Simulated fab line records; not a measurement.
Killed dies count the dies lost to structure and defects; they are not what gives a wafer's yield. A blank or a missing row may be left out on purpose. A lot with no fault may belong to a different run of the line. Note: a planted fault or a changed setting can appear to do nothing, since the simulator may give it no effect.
Struck lot and sound lot, side by side ; flow n5Finfet ; 18 out of 1938 route steps
Sound: these wafers, L334.2, L334.4, L334.5. Struck: wafers L343.1, L343.4 (left out: L343.5, a lot-mate that was not struck); the cause follows at the end.
For every step that has rows: the tool of each side, followed by ch and its chambers, followed by its first start. Under that, the readings that differ: sound wafers ; struck wafers ; difference of the means ; sigmas: that difference in standard deviations of wafers without a fault.
alike: a reading whose means differ by less than 2 such deviations, as well as words and numbers matching on both sides. not compared: withheld readings; readings where some wafer has no value; bounds like >300 that might hide an equal value; numbers whose values overlap and for which the record gives no deviation.
A row with sigmas, a row that says differs or no value, or rows on one side alone: a step with any of these is where the two part. Numbers that don't overlap but have no deviation are shown without sigmas and don't part them. Lack of a reading on every wafer of one side parts them only where that side has two or more wafers.

first, 1 step without rows for these wafers: N5_SD_EPI_N_DEVELOP_08 (develop time 30 s).
N5_SD_EPI_N_CD_MEAS_09: the cd target is 120 nm.
  sound on cdSem-03 ch 0, day 3 19:51; struck on cdSem-01 ch 0, day 6 00:54
reading;sound;struck;difference;sigmas
cdNm (nm);119.7 119.0 119.9;121.6 121.3;+1.9;+2
N5_SD_EPI_N_OVL_MEAS_10:
  sound on overlay-02 ch 0, day 3 19:53; struck on overlay-01 ch 0, day 6 00:56
  alike: SD_N_BLK_OVL
N5_SD_EPI_N_INSPECT_11: inspects for defects (macro).
  sound: defectInspect-02 at day 3 19:55; struck: defectInspect-02 at day 6 00:57
  alike: rawDefectCount
N5_SD_EPI_N_DESCUM_14: chemistry O2, time 7.9 s.
  sound on rieDiel-06 ch 0,3, day 3 19:56; struck on rieDiel-06 ch 1,2, day 6 00:59
  alike: chamberPressureMTorr, drypumpMotorCurrentA, oesProductAu, rfVppV, showerheadPlenumPTorr, throttleValvePct
  not compared: rfHoursCounterH
N5_SD_EPI_N_ETCH_34: etches SiARC in CF4, target depth 45.5 nm, time 75.8 s.
  sound on rieDiel-06 ch 0,3, day 3 19:58; struck on rieDiel-06 ch 1,2, day 6 01:01
reading;sound;struck;difference;sigmas
chamberPressureMTorr (mTorr);40.03 40.03 40.01;40.05 39.60;-0.20;-4
  alike: drypumpMotorCurrentA, etchRfOnTimeS, oesProductAu, rfVppV, showerheadPlenumPTorr, throttleValvePct
  not compared: rfHoursCounterH
N5_SD_EPI_N_ETCH_35: etches SOC in N2/H2, overetch 108 nm, time 486 s.
  sound on rieDiel-06 ch 0,3, day 3 20:02; struck on rieDiel-06 ch 1,2, day 6 01:05
  alike: chamberPressureMTorr, drypumpMotorCurrentA, oesProductAu, rfVppV, showerheadPlenumPTorr, throttleValvePct
  not compared: rfHoursCounterH
then, 3 steps without rows for these wafers: N5_SD_EPI_N_STRIP_36 (strips in N2/H2); N5_SD_EPI_N_ETCHBACK_44 (etches SiNx in CH3F/O2, stops on SiO2, target depth 14.5 nm); N5_SD_EPI_N_ETCH_45 (etches SiOCN in CH3F/O2, target depth 6 nm).
N5_SD_EPI_N_ETCH_16: etches SiO2 in CHF3/O2, target depth 5 nm.
  sound on rieDiel-06 ch 0,3, day 3 20:33; struck on rieDiel-06 ch 1,2, day 6 01:36
  alike: CHF3_flow_sccm, chamberPressureMTorr, drypumpMotorCurrentA, oesProductAu, rfVppV, showerheadPlenumPTorr, throttleValvePct
  not compared: rfHoursCounterH
then, 1 step without rows for these wafers: N5_SD_EPI_N_STRIP_47 (strips in CHF3/O2).
N5_SD_EPI_N_SD_RECESS_17: chemistry HBr/Cl2/O2, target depth 41 nm, time 23.7 s, bt time 3 s.
  sound on rieSi-03 ch 0,2, day 3 20:38; struck on rieSi-05 ch 0,3, day 6 01:41
reading;sound;struck;difference;sigmas
oesProductAu (a.u.);0.994 0.971 1.000;0.963 0.933;-0.040;-2
model.SD_EPI_N.featureDepthNm (nm);41.6 41 41.4;34.2 34.8;-6.8;
model.etch.depthNm (nm);41.63 41.08 41.45;34.27 34.78;-6.86;
model.Si_of_WELL_APT_EPI_41.thkNm (nm);7.6 8.4 8;15.4 15.8;+7.6;
  alike: chamberPressureMTorr, drypumpMotorCurrentA, throttleValvePct
  not compared: rfHoursCounterH
N5_SD_EPI_N_STRIP_38: strips in N2/H2.
  sound on plasmaAsher-01 ch 0,1, day 3 20:43; struck on plasmaAsher-02 ch 0,1, day 6 01:46
  alike: drypumpMotorCurrentA, heaterPowerW, oesProductAu
  not compared: rfHoursCounterH
then, 1 step without rows for these wafers: N5_SD_EPI_N_WET_ETCH_43 (etches SiO2 in dHF, time 14 s, target depth 1.5 nm).
N5_SD_EPI_N_STRIP_18: strips in SPM, time 750 s.
  sound on wetBench-03 ch 1,3,7, day 3 20:49; struck on wetBench-03 ch 2,5, day 6 01:52
reading;sound;struck;difference;sigmas
model.Si_of_WELL_APT_EPI_41.thkNm (nm);7.2 8.2 7.6;15.2 15.4;+7.6;
  alike: bathGuardTempC
then, 2 steps without rows for these wafers: N5_SD_EPI_N_SRD_20 (time 30 s); N5_PASSIVATION_PROBE_49.

## WHERE THEY PART
At N5_SD_EPI_N_CD_MEAS_09 first; at N5_SD_EPI_N_SD_RECESS_17 last (within this record only). Later steps at which nothing parts them and some readings are alike: N5_SD_EPI_N_STRIP_38, N5_SD_EPI_N_STRIP_18.

WHY: the cause the simulator had injected
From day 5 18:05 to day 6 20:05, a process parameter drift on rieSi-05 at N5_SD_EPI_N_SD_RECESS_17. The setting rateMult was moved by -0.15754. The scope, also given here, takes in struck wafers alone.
